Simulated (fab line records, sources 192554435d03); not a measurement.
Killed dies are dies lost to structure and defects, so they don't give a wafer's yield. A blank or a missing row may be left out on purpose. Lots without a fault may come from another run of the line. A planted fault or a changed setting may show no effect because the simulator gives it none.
fab line records | flow n5_finfet
record lots=24 wafers=72 last_day=18
route steps=1938 shown BEOL_M8@1335 BEOL_M9@1401
lots that met no fault: from a run of the same line without faults
start_h: hours from the record's first day to the start of the lot's first wafer shown | wait_h: hours since the lot's step before | " the same as in the row above | L1.1+2: a row that stands for several wafers | - no value, or no start given | * or withheld: withheld | < > ~ a bound
route shown NAME@n: a module of which the file shows steps, and the number in the route of the first | usual: mean/standard deviation of fault-free wafers | same: alike in all rows | chamber/n: place in a boat | sites: the reading at each site | _std_site: their standard deviation | _edge_site: outer sites' mean less inner sites' | radius_mm: how far each site lies from the wafer's centre | mask NAME#n: copy n | behind: the tool/chamber that last shaped the wafer | hold: why the lot was held/for how many hours/how that ended | device: the transistor (n, p or np) that didn't switch | end of line: the same wafers' tests at the end of the route | a step without rows: its recipe alone | killed: dies lost to structure and defects at the first sort, not the wafer's yield | map: a wafer's dies, x killed, . not, _ none there
set.NAME: the setting as run; set.NAME@STEP: as run at that earlier step | model.NAME: the simulator's own value behind a step, which no gauge read
steps of the route over a sample of lots; a table a step, a row a wafer
services: from which hour (start_h, from the record's first day; less than 0 if before it) a tool's chamber was out of use, for how many hours, and why
## steps
# step N5_BEOL_M8_PECVD_70
# recipe material=SiO2 target_thk_a=200 temp_c=400 precursor=TEOS/O2 pressure_torr=5.5 rf_w=450 teos_flow_sccm=53.8 gas=O2 flow_sccm=3000 time_s=22.7
# usual heater_power_w=711/60 showerhead_plenum_p_Torr=8.80/0.051 throttle_valve_pct=22.1/0.79
# same time_s=22.7
# columns lot.wafer tool chamber start_h wait_h heater_power_w showerhead_plenum_p_Torr throttle_valve_pct
L074.1 pecvd-02 2 193.43 0.0 664 8.73 22.2
L074.2 " 1 " " 824 8.83 23.5
L074.5 " 2 " " 671 8.72 22.2
L075.3 pecvd-02 2 199.29 0.0 736 8.72 22.1
L075.4 " 1 " " 746 8.81 23.6
L075.5 " 0 " " 594 8.73 22.7
L077.3 pecvd-01 2 208.61 0.0 664 8.76 21.9
L077.4 " 2 " " 655 8.77 21.9
L077.5 " 0 " " 692 8.80 21.9
L076.1 pecvd-03 1 208.89 0.0 732 8.83 21.0
L076.2 " 0 " " 765 8.91 22.1
L076.3 " 0 " " 778 8.89 22.1
L079.2 pecvd-03 1 221.00 0.0 663 8.82 21.0
L079.3 " 0 " " 762 8.89 22.2
L079.4 " 1 " " 670 8.86 21.2
L078.1 pecvd-02 2 221.34 0.0 742 8.74 22.2
L078.3 " 0 " " 718 8.74 22.5
L078.4 " 1 " " 821 8.82 23.5
L080.2 pecvd-02 1 232.92 0.0 771 8.82 23.3
L080.3 " 2 " " 728 8.71 22.1
L080.4 " 0 " " 712 8.74 22.4
L081.1 pecvd-02 2 245.16 0.0 737 8.75 22.3
L081.3 " 1 " " 795 8.81 23.5
L081.6 " 2 " " 720 8.73 22.2
L082.1 pecvd-02 1 252.88 0.0 813 8.82 23.6
L082.3 " 2 " " 701 8.74 22.4
L082.4 " 2 " " 667 8.72 22.4
L083.2 pecvd-03 2 254.43 0.0 696 8.87 20.9
L083.3 " 2 " " 690 8.84 20.8
L083.6 " 1 " " 766 8.83 21.0
L084.3 pecvd-01 1 260.50 0.0 675 8.84 21.5
L084.5 " 0 " " 718 8.80 21.9
L084.6 " 2 " " 647 8.78 22.0
L085.1 pecvd-02 2 260.94 0.0 644 8.74 22.8
L085.2 " 1 " " 813 8.83 23.4
L085.6 " 2 " " 647 8.72 21.9
L086.3 pecvd-01 2 277.48 0.0 675 8.79 22.1
L086.4 " 1 " " 675 8.85 21.6
L086.5 " 0 " " 745 8.79 22.0
L088.1 pecvd-03 1 287.90 0.0 729 8.81 20.8
L088.2 " 2 " " 711 8.83 20.9
L088.5 " 0 " " 773 8.90 22.4
L087.3 pecvd-01 0 289.10 0.0 656 8.80 21.7
L087.4 " 0 " " 638 8.82 21.8
L087.5 " 2 " " 615 8.79 21.9
L090.4 pecvd-01 0 297.00 0.1 726 8.77 22.2
L090.5 " 1 " " 697 8.86 21.5
L090.6 " 2 " " 674 8.78 22.0
L089.2 pecvd-02 1 306.04 0.0 835 8.80 23.6
L089.5 " 0 " " 726 8.74 22.6
L089.6 " 1 " " 837 8.82 23.7
L091.1 pecvd-03 0 315.66 0.0 654 8.91 22.1
L091.3 " 2 " " 675 8.86 21.0
L091.6 " 1 " " 610 8.84 21.0
L092.1 pecvd-02 0 315.93 0.0 656 8.76 22.8
L092.2 " 1 " " 811 8.82 23.7
L092.5 " 0 " " 660 8.76 22.5
L094.2 pecvd-03 2 317.20 0.0 749 8.84 20.8
L094.3 " 1 " " 654 8.84 21.1
L094.4 " 0 " " 772 8.89 22.7
L095.4 pecvd-01 2 317.96 0.1 641 8.80 22.4
L095.5 " 0 " " 663 8.79 21.7
L095.6 " 1 " " 656 8.85 21.6
L093.1 pecvd-01 0 325.44 0.0 718 8.80 21.7
L093.4 " 0 " " 721 8.77 22.0
L093.5 " 1 " " 720 8.86 21.7
L096.1 pecvd-02 2 346.85 0.0 705 8.73 22.8
L096.3 " 1 " " 766 8.82 23.3
L096.5 " 2 " " 698 8.73 22.6
L097.2 pecvd-03 0 357.67 0.0 758 8.90 22.3
L097.4 " 0 " " 796 8.91 22.5
L097.5 " 1 " " 732 8.82 21.0
# step N5_BEOL_M8_ETCH_66
# recipe chemistry=N2/H2 target=SOC target_depth_a=800 overetch_a=160 mask_material=SiARC temp_c=40 time_s=120 ion_energy_ev=200 pressure_mtorr=30 source_w=840 bias_w=150 n2_flow_sccm=200 h2_flow_sccm=200
# usual drypump_motor_current_A=5.6/0.43 oes_product_au=0.62/0.051 rf_vpp_V=524.1/2 showerhead_plenum_p_Torr=2.55/0.073 throttle_valve_pct=17.62/0.17
# same time_s=120
# columns lot.wafer tool chamber start_h wait_h drypump_motor_current_A oes_product_au rf_hours_counter_h rf_vpp_V showerhead_plenum_p_Torr throttle_valve_pct
L074.1 rie_diel-02 2 196.17 0.0 6.2 0.66 30 523.2 2.49 17.33
L074.2 " 0 " " 6.2 0.68 23 523.0 2.47 17.80
L074.5 " 2 " " 6.2 0.68 - 521.6 2.49 17.34
L075.3 rie_diel-01 3 201.22 0.0 4.8 0.60 102 523.8 2.56 17.54
L075.4 " 0 " " 5.7 0.55 184 526.1 2.64 17.68
L075.5 " 0 " " 5.6 0.55 - 525.6 2.64 17.68
L076.1 rie_diel-02 1 211.20 0.0 5.4 0.62 89 521.0 2.46 17.46
L076.2 " 0 " " 6.2 0.68 28 523.1 2.47 17.82
L076.3 " 3 " " 6.1 0.54 208 523.1 2.49 17.88
L077.3 rie_diel-01 2 211.41 0.0 5.6 0.67 38 524.6 2.59 17.65
L077.4 " 0 " " 5.7 0.55 188 527.4 2.64 17.69
L077.5 " 0 " " 5.7 0.55 - 526.0 2.64 17.69
L079.2 rie_diel-02 1 225.70 0.0 5.4 0.60 94 522.0 2.46 17.49
L079.3 " 0 " " 6.2 0.67 34 521.2 2.47 17.83
L079.4 " 3 " " 6.1 0.54 213 523.5 2.49 17.89
L078.1 rie_diel-01 3 225.95 0.0 4.8 0.59 112 524.6 2.56 17.55
L078.3 " 2 " " 5.6 0.65 44 525.3 2.58 17.65
L078.4 " 0 " " 5.7 0.55 194 526.4 2.63 17.70
L080.2 rie_diel-04 3 240.97 0.0 5.6 0.71 13 526.2 2.60 17.65
L080.3 " 1 " " 5.2 0.67 41 527.9 2.72 17.70
L080.4 " 2 " " 5.0 0.62 76 524.2 2.59 17.73
L081.1 rie_diel-04 0 249.40 0.0 5.9 0.68 22 522.4 2.47 17.61
L081.3 " 2 " " 4.9 0.62 79 524.8 2.58 17.74
L081.6 " 3 " " 5.6 0.71 - 525.6 2.60 17.66
L082.1 rie_diel-01 1 254.78 0.0 5.5 0.66 37 524.7 2.58 17.30
L082.3 " 3 " " 4.8 0.58 122 524.0 2.56 17.57
L082.4 " 0 " " 5.7 0.54 204 526.4 2.63 17.73
L083.2 rie_diel-01 0 258.08 0.0 5.6 0.54 205 523.8 2.63 17.72
L083.3 " 2 " " 5.6 0.64 55 526.1 2.58 17.68
L083.6 " 1 " " 5.5 0.65 - 526.4 2.58 17.30
L084.3 rie_diel-01 2 267.91 0.0 5.6 0.64 59 524.4 2.58 17.68
L084.5 " 3 " " 4.8 0.58 - 525.3 2.55 17.59
L084.6 " 0 " " 5.7 0.54 - 526.0 2.63 17.73
L085.1 rie_diel-01 2 268.73 0.0 5.6 0.65 60 523.4 2.58 17.70
L085.2 " 1 " " 5.5 0.65 42 523.7 2.58 17.31
L085.6 " 1 " " 5.6 0.65 - 524.2 2.58 17.31
L086.3 rie_diel-02 2 283.99 0.0 6.2 0.65 58 521.6 2.48 17.38
L086.4 " 0 " " 6.2 0.66 53 521.8 2.46 17.86
L086.5 " 2 " " 6.2 0.64 - 521.3 2.48 17.38
L088.1 rie_diel-02 1 292.86 0.0 5.4 0.59 115 521.1 2.45 17.53
L088.2 " 3 " " 6.1 0.53 236 521.5 2.48 17.93
L088.5 " 2 " " 6.1 0.64 - 522.3 2.48 17.40
L087.3 rie_diel-01 0 298.94 0.0 5.6 0.53 221 526.2 2.62 17.75
L087.4 " 3 " " 4.8 0.56 139 524.0 2.55 17.61
L087.5 " 3 " " 4.8 0.57 - 524.0 2.55 17.60
L090.4 rie_diel-04 0 302.86 0.0 5.9 0.65 37 522.8 2.46 17.64
L090.5 " 0 " " 5.9 0.66 - 521.4 2.46 17.64
L090.6 " 3 " " 5.6 0.70 - 524.8 2.60 17.65
L089.2 rie_diel-04 0 309.38 0.0 5.9 0.66 39 522.3 2.46 17.65
L089.5 " 1 " " 5.1 0.65 - 528.0 2.72 17.75
L089.6 " 0 " " 5.9 0.66 - 522.5 2.46 17.65
L092.1 rie_diel-04 3 318.26 0.0 5.6 0.68 25 525.2 2.60 17.67
L092.2 " 0 " " 5.9 0.65 42 524.4 2.46 17.66
L092.5 " 1 " " 5.2 0.64 - 528.0 2.71 17.76
L091.1 rie_diel-01 1 318.34 0.0 5.6 0.63 60 525.9 2.57 17.36
L091.3 " 2 " " 5.6 0.62 78 524.1 2.57 17.72
L091.6 " 1 " " 5.6 0.64 - 526.1 2.57 17.36
L094.2 rie_diel-02 2 320.31 0.0 6.2 0.63 70 521.5 2.48 17.42
L094.3 " 3 " " 6.1 0.53 245 521.9 2.48 17.95
L094.4 " 0 " " 6.2 0.64 64 522.1 2.45 17.89
L095.4 rie_diel-04 3 321.04 0.0 5.6 0.69 27 524.2 2.60 17.69
L095.5 " 1 " " 5.2 0.64 - 526.8 2.71 17.72
L095.6 " 0 " " 5.9 0.65 - 523.0 2.46 17.63
L093.1 rie_diel-01 2 331.74 0.0 5.6 0.62 83 524.2 2.57 17.73
L093.4 " 0 " " 5.7 0.53 - 525.1 2.62 17.77
L093.5 " 3 " " 4.8 0.57 - 521.5 2.54 17.62
L096.1 rie_diel-01 0 349.32 0.0 5.7 0.53 239 525.4 2.61 17.77
L096.3 " 2 " " 5.6 0.62 89 525.7 2.56 17.73
L096.5 " 2 " " 5.6 0.61 - 525.0 2.56 17.74
L097.2 rie_diel-02 1 361.13 0.0 5.4 0.58 138 521.0 2.44 17.55
L097.4 " 1 " " 5.4 0.57 - 521.5 2.44 17.56
L097.5 " 2 " " 6.2 0.61 - 522.7 2.47 17.44
# step N5_BEOL_M8_CD_MEAS_35
# recipe target_cd_nm=40 polarity=opening
# usual cd_nm=40.0/0.75
# columns lot.wafer tool chamber start_h wait_h cd_nm
L074.1 cd_sem-01 - 196.67 0.0 41.5
L074.2 " - " " 40.0
L074.5 " - " " 39.8
L075.3 cd_sem-02 - 201.73 0.0 40.9
L075.4 " - " " 39.2
L075.5 " - " " 41.2
L076.1 cd_sem-02 - 211.71 0.0 39.7
L076.2 " - " " 40.2
L076.3 " - " " 38.6
L077.3 cd_sem-02 - 211.92 0.0 40.3
L077.4 " - " " 39.5
L077.5 " - " " 39.5
L079.2 cd_sem-02 - 226.20 0.0 40.3
L079.3 " - " " 39.3
L079.4 " - " " 40.5
L078.1 cd_sem-02 - 226.46 0.0 40.1
L078.3 " - " " 40.6
L078.4 " - " " 40.2
L080.2 cd_sem-03 - 241.47 0.0 40.9
L080.3 " - " " 41.0
L080.4 " - " " 39.9
L081.1 cd_sem-01 - 249.91 0.0 39.4
L081.3 " - " " 40.2
L081.6 " - " " 41.0
L082.1 cd_sem-02 - 255.28 0.0 40.3
L082.3 " - " " 39.4
L082.4 " - " " 41.6
L083.2 cd_sem-03 - 258.59 0.0 40.7
L083.3 " - " " 41.8
L083.6 " - " " 39.6
L084.3 cd_sem-01 - 268.41 0.0 40.9
L084.5 " - " " 38.7
L084.6 " - " " 39.1
L085.1 cd_sem-02 - 269.24 0.0 39.4
L085.2 " - " " 41.3
L085.6 " - " " 39.9
L086.3 cd_sem-03 - 284.49 0.0 39.5
L086.4 " - " " 40.2
L086.5 " - " " 40.6
L088.1 cd_sem-02 - 293.36 0.0 39.8
L088.2 " - " " 40.1
L088.5 " - " " 40.3
L087.3 cd_sem-01 - 299.45 0.0 40.0
L087.4 " - " " 39.6
L087.5 " - " " 39.3
L090.4 cd_sem-03 - 303.36 0.0 38.7
L090.5 " - " " 38.8
L090.6 " - " " 39.5
L089.2 cd_sem-03 - 309.89 0.0 40.3
L089.5 " - " " 39.5
L089.6 " - " " 40.8
L092.1 cd_sem-03 - 318.76 0.0 39.6
L092.2 " - " " 39.1
L092.5 " - " " 39.0
L091.1 cd_sem-03 - 318.84 0.0 40.2
L091.3 " - " " 41.3
L091.6 " - " " 41.2
L094.2 cd_sem-02 - 320.82 0.0 39.9
L094.3 " - " " 39.8
L094.4 " - " " 39.2
L095.4 cd_sem-02 - 321.55 0.0 39.7
L095.5 " - " " 40.6
L095.6 " - " " 39.3
L093.1 cd_sem-02 - 332.25 0.0 39.1
L093.4 " - " " 39.9
L093.5 " - " " 38.8
L096.1 cd_sem-01 - 349.82 0.0 39.9
L096.3 " - " " 39.4
L096.5 " - " " 39.9
L097.2 cd_sem-01 - 361.64 0.0 39.9
L097.4 " - " " 39.8
L097.5 " - " " 39.2
# step N5_BEOL_M8_DEP_56
# recipe material=SiCN target_thk_a=100 temp_c=withheld precursor=3MS/NH3 pressure_torr=3 rf_w=202 time_s=17.5
# usual showerhead_plenum_p_Torr=3.672/0.011 throttle_valve_pct=8.9/0.32
# same time_s=17.5
# columns lot.wafer tool chamber start_h wait_h showerhead_plenum_p_Torr throttle_valve_pct
L074.1 pecvd-03 0 199.28 0.0 3.681 8.9
L074.2 " 2 " " 3.686 9.2
L074.5 " 0 " " 3.684 9.1
L075.3 pecvd-01 1 204.36 0.0 3.684 8.8
L075.4 " 0 " " 3.677 8.8
L075.5 " 1 " " 3.687 8.8
L076.1 pecvd-02 2 214.44 0.0 3.661 9.1
L076.2 " 1 " " 3.672 9.4
L076.3 " 0 " " 3.665 9.2
L077.3 pecvd-02 1 214.67 0.0 3.671 9.5
L077.4 " 2 " " 3.658 9.0
L077.5 " 1 " " 3.663 9.5
L079.2 pecvd-01 0 230.73 0.0 3.674 8.8
L079.3 " 2 " " 3.668 8.7
L079.4 " 0 " " 3.669 8.8
L078.1 pecvd-03 0 230.89 0.0 3.680 9.1
L078.3 " 0 " " 3.692 9.1
L078.4 " 1 " " 3.670 8.6
L080.2 pecvd-01 1 244.80 0.0 3.676 8.9
L080.3 " 2 " " 3.664 8.8
L080.4 " 2 " " 3.674 8.8
L081.1 pecvd-01 2 251.98 0.0 3.674 8.9
L081.3 " 1 " " 3.673 8.7
L081.6 " 2 " " 3.675 9.1
L082.1 pecvd-01 1 257.14 0.0 3.682 8.7
L082.3 " 0 " " 3.663 8.6
L082.4 " 0 " " 3.673 8.9
L083.2 pecvd-02 0 260.76 0.0 3.665 9.3
L083.3 " 1 " " 3.681 9.6
L083.6 " 1 " " 3.674 9.6
L084.3 pecvd-03 1 270.70 0.0 3.676 8.7
L084.5 " 2 " " 3.681 8.4
L084.6 " 1 " " 3.666 8.4
L085.1 pecvd-02 0 271.33 0.0 3.660 9.3
L085.2 " 1 " " 3.666 9.3
L085.6 " 2 " " 3.651 9.2
L086.3 pecvd-03 0 287.61 0.0 3.674 9.0
L086.4 " 2 " " 3.670 8.2
L086.5 " 1 " " 3.678 8.7
L088.1 pecvd-01 0 295.61 0.0 3.658 9.2
L088.2 " 1 " " 3.679 8.9
L088.5 " 2 " " 3.667 9.2
L087.3 pecvd-02 0 301.72 0.0 3.656 9.2
L087.4 " 2 " " 3.654 9.1
L087.5 " 0 " " 3.659 9.3
L090.4 pecvd-02 0 308.68 0.0 3.658 9.3
L090.5 " 1 " " 3.672 9.4
L090.6 " 2 " " 3.648 9.2
L089.2 pecvd-03 0 312.73 0.0 3.698 8.9
L089.5 " 0 " " 3.689 8.9
L089.6 " 1 " " 3.669 8.3
L092.1 pecvd-01 0 321.17 0.0 3.678 8.9
L092.2 " 2 " " 3.664 9.0
L092.5 " 1 " " 3.682 8.6
L091.1 pecvd-03 2 321.85 0.0 3.688 8.5
L091.3 " 1 " " 3.668 8.8
L091.6 " 0 " " 3.687 9.1
L094.2 pecvd-01 2 324.89 0.0 3.669 9.1
L094.3 " 1 " " 3.676 8.8
L094.4 " 0 " " 3.679 8.8
L095.4 pecvd-01 0 325.59 0.0 3.666 8.8
L095.5 " 1 " " 3.678 8.7
L095.6 " 2 " " 3.673 8.7
L093.1 pecvd-02 2 335.78 0.0 3.646 9.1
L093.4 " 2 " " 3.659 8.7
L093.5 " 0 " " 3.657 9.3
L096.1 pecvd-03 2 352.41 0.0 3.689 8.8
L096.3 " 1 " " 3.669 8.7
L096.5 " 2 " " 3.680 8.4
L097.2 pecvd-02 2 365.48 0.0 3.655 9.2
L097.4 " 1 " " 3.678 9.6
L097.5 " 0 " " 3.661 9.3
# step N5_BEOL_M8_INSPECT_58
# recipe inspect_instrument=darkfield mode=post_dep
# usual raw_defect_count=73/27
# columns lot.wafer tool chamber start_h wait_h raw_defect_count
L074.1 defect_inspect-02 - 199.40 0.0 91
L074.2 " - " " 100
L074.5 " - " " 98
L075.3 defect_inspect-02 - 204.46 0.0 99
L075.4 " - " " 115
L075.5 " - " " 78
L076.1 defect_inspect-01 - 214.54 0.0 54
L076.2 " - " " 87
L076.3 " - " " 56
L077.3 defect_inspect-01 - 214.77 0.0 41
L077.4 " - " " 72
L077.5 " - " " 40
L079.2 defect_inspect-02 - 230.83 0.0 47
L079.3 " - " " 71
L079.4 " - " " 74
L078.1 defect_inspect-02 - 231.01 0.0 40
L078.3 " - " " 43
L078.4 " - " " 40
L080.2 defect_inspect-02 - 244.90 0.0 71
L080.3 " - " " 140
L080.4 " - " " 101
L081.1 defect_inspect-02 - 252.08 0.0 50
L081.3 " - " " 47
L081.6 " - " " 60
L082.1 defect_inspect-02 - 257.23 0.0 66
L082.3 " - " " 45
L082.4 " - " " 65
L083.2 defect_inspect-02 - 260.85 0.0 88
L083.3 " - " " 66
L083.6 " - " " 90
L084.3 defect_inspect-02 - 270.79 0.0 74
L084.5 " - " " 112
L084.6 " - " " 63
L085.1 defect_inspect-02 - 271.43 0.0 62
L085.2 " - " " 59
L085.6 " - " " 61
L086.3 defect_inspect-02 - 288.39 0.7 63
L086.4 " - " " 66
L086.5 " - " " 149
L088.1 defect_inspect-02 - 295.71 0.0 50
L088.2 " - " " 53
L088.5 " - " " 75
L087.3 defect_inspect-02 - 301.81 0.0 67
L087.4 " - " " 71
L087.5 " - " " 84
L090.4 defect_inspect-02 - 308.76 0.0 40
L090.5 " - " " 35
L090.6 " - " " 38
L089.2 defect_inspect-02 - 312.83 0.0 73
L089.5 " - " " 44
L089.6 " - " " 39
L092.1 defect_inspect-02 - 321.27 0.0 56
L092.2 " - " " 40
L092.5 " - " " 74
L091.1 defect_inspect-01 - 321.94 0.0 54
L091.3 " - " " 71
L091.6 " - " " 64
L094.2 defect_inspect-01 - 324.98 0.0 43
L094.3 " - " " 64
L094.4 " - " " 47
L095.4 defect_inspect-02 - 325.66 0.0 136
L095.5 " - " " 82
L095.6 " - " " 84
L093.1 defect_inspect-02 - 335.87 0.0 86
L093.4 " - " " 110
L093.5 " - " " 57
L096.1 defect_inspect-01 - 352.50 0.0 92
L096.3 " - " " 123
L096.5 " - " " 87
L097.2 defect_inspect-01 - 365.57 0.0 99
L097.4 " - " " 86
L097.5 " - " " 190
# step N5_BEOL_M9_ILD_DEP_00
# recipe material=SiCOH_lowk target_thk_a=3085.1 temp_c=300 precursor=DEMS/porogen pressure_torr=5 rf_w=500 time_s=58
# usual heater_power_w=306/31 showerhead_plenum_p_Torr=5.746/0.018 throttle_valve_pct=13.4/0.58
# same time_s=58
# columns lot.wafer tool chamber start_h wait_h heater_power_w showerhead_plenum_p_Torr throttle_valve_pct
L074.1 pecvd-02 2 199.43 0.0 331 5.736 13.7
L074.2 " 1 " " 356 5.741 14.7
L074.5 " 1 " " 352 5.737 14.5
L075.3 pecvd-03 0 204.52 0.1 339 5.748 13.8
L075.4 " 1 " " 300 5.752 12.9
L075.5 " 0 " " 340 5.755 13.8
L076.1 pecvd-03 1 214.57 0.0 294 5.739 12.9
L076.2 " 0 " " 331 5.761 13.8
L076.3 " 1 " " 305 5.748 13.1
L077.3 pecvd-03 0 214.83 0.1 351 5.765 13.8
L077.4 " 1 " " 286 5.740 13.1
L077.5 " 1 " " 290 5.744 13.2
L079.2 pecvd-04 2 230.87 0.0 321 5.738 12.5
L079.3 " 0 " " 250 5.736 13.0
L079.4 " 2 " " 323 5.735 12.5
L078.1 pecvd-02 2 231.04 0.0 295 5.730 13.8
L078.3 " 1 " " 334 5.759 14.7
L078.4 " 1 " " 337 5.737 14.6
L080.2 pecvd-03 0 244.93 0.0 286 5.758 13.7
L080.3 " 2 " " 327 5.756 12.3
L080.4 " 1 " " 300 5.754 12.7
L081.1 pecvd-04 2 252.12 0.0 348 5.723 12.4
L081.3 " 0 " " 260 5.733 13.6
L081.6 " 2 " " 366 5.728 12.5
L082.1 pecvd-02 1 257.27 0.0 373 5.747 14.6
L082.3 " 0 " " 302 5.731 13.8
L082.4 " 0 " " 297 5.721 13.7
L083.2 pecvd-03 1 260.89 0.0 288 5.742 13.0
L083.3 " 2 " " 322 5.763 12.8
L083.6 " 0 " " 337 5.771 13.9
L084.3 pecvd-02 0 270.83 0.0 295 5.734 14.1
L084.5 " 0 " " 302 5.735 14.2
L084.6 " 2 " " 319 5.715 13.8
L085.1 pecvd-04 2 271.46 0.0 367 5.744 12.7
L085.2 " 1 " " 311 5.722 13.4
L085.6 " 1 " " 313 5.719 13.0
L086.3 pecvd-02 1 288.43 0.0 381 5.751 14.8
L086.4 " 2 " " 295 5.714 13.8
L086.5 " 1 " " 376 5.764 14.4
L088.1 pecvd-03 1 295.74 0.0 310 5.753 13.2
L088.2 " 0 " " 283 5.776 13.9
L088.5 " 1 " " 323 5.747 13.0
L087.3 pecvd-02 1 301.85 0.0 308 5.740 14.4
L087.4 " 1 " " 330 5.754 14.4
L087.5 " 0 " " 266 5.729 14.0
L090.4 pecvd-03 0 308.82 0.1 354 5.759 13.9
L090.5 " 1 " " 252 5.750 12.9
L090.6 " 2 " " 296 5.780 12.7
L089.2 pecvd-03 2 312.86 0.0 310 5.744 12.9
L089.5 " 0 " " 323 5.765 14.1
L089.6 " 2 " " 313 5.767 12.6
L092.1 pecvd-03 0 321.31 0.0 297 5.769 14.0
L092.2 " 2 " " 330 5.756 12.9
L092.5 " 0 " " 314 5.785 13.9
L091.1 pecvd-03 2 321.98 0.0 292 5.753 12.9
L091.3 " 0 " " 309 5.777 14.0
L091.6 " 2 " " 300 5.751 13.0
L094.2 pecvd-03 2 325.02 0.0 297 5.745 13.1
L094.3 " 0 " " 327 5.775 13.9
L094.4 " 0 " " 340 5.770 13.7
L095.4 pecvd-03 0 325.73 0.1 318 5.763 13.8
L095.5 " 2 " " 297 5.745 13.1
L095.6 " 1 " " 274 5.746 13.1
L093.1 pecvd-04 1 335.91 0.0 289 5.723 13.1
L093.4 " 0 " " 292 5.735 13.3
L093.5 " 1 " " 293 5.716 13.4
L096.1 pecvd-03 0 352.54 0.0 321 5.768 13.9
L096.3 " 2 " " 304 5.747 13.2
L096.5 " 2 " " 304 5.754 13.0
L097.2 pecvd-03 0 365.61 0.0 354 5.762 13.8
L097.4 " 0 " " 271 5.764 13.8
L097.5 " 2 " " 288 5.757 13.1
## services
# columns tool chamber start_h hours kind
pecvd-04 - 170.44 0.4 repair
rie_diel-04 1 173.76 7.8 repair
pecvd-03 1 184.02 19.0 repair
pecvd-04 - 190.11 0.7 repair
pecvd-04 2 206.38 3.8 repair
rie_diel-02 2 220.06 5.1 repair
pecvd-02 - 222.95 4.3 pm
rie_diel-02 - 236.00 4.0 repair
rie_diel-04 - 260.98 14.6 pm
pecvd-02 - 271.36 6.0 pm
rie_diel-04 3 277.80 22.7 repair
rie_diel-04 - 278.13 2.0 repair
pecvd-03 2 293.08 6.2 repair
pecvd-04 - 308.81 2.8 pm
pecvd-04 - 312.50 1.0 repair
pecvd-01 - 318.70 1.5 repair
rie_diel-04 3 321.91 5.7 repair
pecvd-02 - 324.30 4.8 repair
rie_diel-01 1 325.21 10.6 repair
rie_diel-04 1 338.19 8.8 repair
rie_diel-02 1 353.41 5.8 repair
pecvd-01 - 353.54 0.9 repair
pecvd-03 2 354.14 3.8 repair
pecvd-02 - 358.15 0.5 repair
## key
fault none
